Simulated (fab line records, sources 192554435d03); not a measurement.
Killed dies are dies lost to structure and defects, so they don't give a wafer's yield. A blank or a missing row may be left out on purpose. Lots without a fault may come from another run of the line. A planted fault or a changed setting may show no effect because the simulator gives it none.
Chamber matching | flow n5_finfet | N5_BEOL_M8_ILD_DEP_00 on pecvd-02: 3 sister chambers
The step deposits SiCOH lowk from DEMS/porogen, target thk 179.75 nm, time 33.4 s. 3 wafers are shown with their chamber, then 10 later ones without.

WAFERS WITH THEIR CHAMBER
wafer  | chamber | throttle_valve_pct (%)
L084.6 | 0       | 15.3
L091.1 | 1       | 15.2
L091.2 | 2       | 12.7

WAFERS WITHOUT THEIR CHAMBER
wafer  | throttle_valve_pct (%)
L091.3 | 15.2
L093.1 | 15.2
L093.5 | 15.3
L093.6 | 13.1
L094.1 | 14.6
L094.3 | 12.8
L094.4 | 12.4
L095.2 | 15.1
L095.4 | 14.8
L095.5 | 13.0

WHICH CHAMBER EACH WENT THROUGH
wafer  | from the rows above     | in truth
L091.3 | can't be placed: 1 or 0 | 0
L093.1 | can't be placed: 1 or 0 | 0
L093.5 | can't be placed: 0 or 1 | 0
L093.6 | 2                       | 2
L094.1 | can't be placed: 1 or 0 | 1
L094.3 | 2                       | 2
L094.4 | 2                       | 2
L095.2 | can't be placed: 1 or 0 | 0
L095.4 | can't be placed: 1 or 0 | 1
L095.5 | 2                       | 2
Placed correctly: 4 of 10. Can't be placed from these rows: 6 (the true chamber is among the candidates in 6). Placed wrongly: 0.
How it was worked out, from the rows above alone: a wafer's distance from a chamber is the root of the sum, over the readings, of the square of ((its reading less the chamber's mean) divided by the reading's scatter). The wafer belongs to the nearest chamber; if the next one is less than 2 further off, it can't be placed. A chamber's mean is the mean of its shown wafers. The scatter: with one shown wafer a chamber, the root of the mean of the squares of how far each hidden wafer lies from its nearest shown one.
